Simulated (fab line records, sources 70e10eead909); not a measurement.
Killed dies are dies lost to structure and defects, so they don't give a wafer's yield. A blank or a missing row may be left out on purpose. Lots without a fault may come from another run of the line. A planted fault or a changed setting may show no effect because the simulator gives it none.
Chamber matching | flow nand_harc | NHARC_P_CONTACT_DEP_30 on pecvd-01: 3 sister chambers
The step deposits SiNx, target thk 30 nm. 18 wafers are shown with their chamber, then 9 later ones without.

WAFERS WITH THEIR CHAMBER
wafer  | chamber | heater_power_w (W) | susceptor_temp_C (C)
L077.1 | 0       | 732                | 399.88
L077.2 | 1       | 447                | 400.08
L077.3 | 2       | 722                | 400.24
L080.1 | 2       | 627                | 400.07
L080.2 | 1       | 550                | 400.15
L080.4 | 1       | 538                | 400.27
L082.1 | 1       | 525                | 399.70
L082.2 | 2       | 631                | 399.95
L082.3 | 0       | 740                | 400.27
L083.4 | 1       | 448                | 400.15
L083.5 | 0       | 740                | 400.22
L083.6 | 2       | 655                | 399.95
L086.2 | 1       | 464                | 399.79
L086.3 | 2       | 755                | 399.96
L086.5 | 2       | 769                | 400.32
L087.3 | 0       | 645                | 400.18
L087.4 | 1       | 443                | 399.97
L087.5 | 2       | 652                | 399.81

SIGNATURES (means of the wafers above)
reading          | chamber 0 | chamber 1 | chamber 2 | scatter within a chamber
heater_power_w   | 714.25    | 487.86    | 687.29    | 52.7
susceptor_temp_C | 400.1375  | 400.0157  | 400.0429  | 0.191
Rule: a wafer's distance from a chamber is the root of the sum, over the readings, of the square of ((its reading less the chamber's mean) divided by the reading's scatter). The wafer belongs to the nearest chamber; if the next one is less than 2 further off, it can't be placed. The scatter: the root of (the sum of the squares of (reading less its chamber's mean) over the shown wafers, divided by (wafers less chambers)).

WAFERS WITHOUT THEIR CHAMBER
wafer  | heater_power_w (W) | susceptor_temp_C (C)
L089.2 | 751                | 400.15
L089.3 | 494                | 399.87
L089.5 | 768                | 400.57
L093.1 | 754                | 399.84
L093.3 | 758                | 400.11
L093.5 | 781                | 399.84
L094.3 | 448                | 400.18
L094.4 | 657                | 400.11
L094.5 | 467                | 400.21

WHICH CHAMBER EACH WENT THROUGH
wafer  | from the rows above     | in truth
L089.2 | can't be placed: 0 or 2 | 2
L089.3 | 1                       | 1
L089.5 | can't be placed: 0 or 2 | 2
L093.1 | can't be placed: 2 or 0 | 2
L093.3 | can't be placed: 0 or 2 | 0
L093.5 | can't be placed: 0 or 2 | 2
L094.3 | 1                       | 1
L094.4 | can't be placed: 2 or 0 | 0
L094.5 | 1                       | 1
Placed correctly: 3 of 9. Can't be placed from these rows: 6 (the true chamber is among the candidates in 6). Placed wrongly: 0.
